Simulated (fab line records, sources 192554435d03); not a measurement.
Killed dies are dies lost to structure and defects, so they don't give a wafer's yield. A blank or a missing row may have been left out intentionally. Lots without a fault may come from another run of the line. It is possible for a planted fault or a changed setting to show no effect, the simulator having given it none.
Chamber matching :: flow n5-finfet :: rie-diel-01 running N5_GATE_CUT_ETCH_28: 4 sister chambers
The step etches underlayer in N2/H2, target depth 13 nm, time 10.4 s. 8 wafers are shown with their chamber, then 7 later ones without.

== WAFERS PAIRED WITH THEIR CHAMBERS ==
wafer: L074.4
chamber: 1
etch-rf-on-time-s (s): 10.43
oes-product-au (a.u.): 0.79

wafer: L091.2
chamber: 2
etch-rf-on-time-s (s): 10.05
oes-product-au (a.u.): 0.80

wafer: L091.5
chamber: 0
etch-rf-on-time-s (s): 10.73
oes-product-au (a.u.): 0.60

wafer: L093.3
chamber: 0
etch-rf-on-time-s (s): 10.67
oes-product-au (a.u.): 0.60

wafer: L093.4
chamber: 3
etch-rf-on-time-s (s): 10.03
oes-product-au (a.u.): 0.65

wafer: L093.5
chamber: 3
etch-rf-on-time-s (s): 9.98
oes-product-au (a.u.): 0.66

wafer: L095.1
chamber: 1
etch-rf-on-time-s (s): 10.47
oes-product-au (a.u.): 0.73

wafer: L095.3
chamber: 2
etch-rf-on-time-s (s): 10.03
oes-product-au (a.u.): 0.78

== WAFERS MISSING THEIR CHAMBER ==
wafer: L095.4
etch-rf-on-time-s (s): 10.67
oes-product-au (a.u.): 0.60

wafer: L096.1
etch-rf-on-time-s (s): 9.96
oes-product-au (a.u.): 0.65

wafer: L096.2
etch-rf-on-time-s (s): 10.51
oes-product-au (a.u.): 0.60

wafer: L096.3
etch-rf-on-time-s (s): 10.46
oes-product-au (a.u.): 0.72

wafer: L096.4
etch-rf-on-time-s (s): 10.04
oes-product-au (a.u.): 0.79

wafer: L096.5
etch-rf-on-time-s (s): 10.03
oes-product-au (a.u.): 0.78

wafer: L096.6
etch-rf-on-time-s (s): 10.54
oes-product-au (a.u.): 0.71

== EACH ONE'S CHAMBER ==
wafer: L095.4
from the rows above: 0
in truth: 0

wafer: L096.1
from the rows above: 3
in truth: 3

wafer: L096.2
from the rows above: can't be placed: 0 or 1
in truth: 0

wafer: L096.3
from the rows above: 1
in truth: 1

wafer: L096.4
from the rows above: 2
in truth: 2

wafer: L096.5
from the rows above: 2
in truth: 2

wafer: L096.6
from the rows above: 1
in truth: 1
6 of 7 placed correctly. Unplaceable from these rows: 1, with the true chamber sitting among the candidates in 1. Wrongly placed: 0.
How it was worked out, from the rows above alone: a wafer's distance from a chamber is the root of the sum, over the readings, of the square of ((its reading less the chamber's mean) divided by the reading's scatter). If the next closest chamber is less than 2 further off than the closest, the wafer can't be placed; otherwise it belongs to the closest. For every chamber, the mean is computed from those of its wafers that are shown. The scatter: the root of (the sum of the squares of (reading less its chamber's mean) over the shown wafers, divided by (wafers less chambers)).
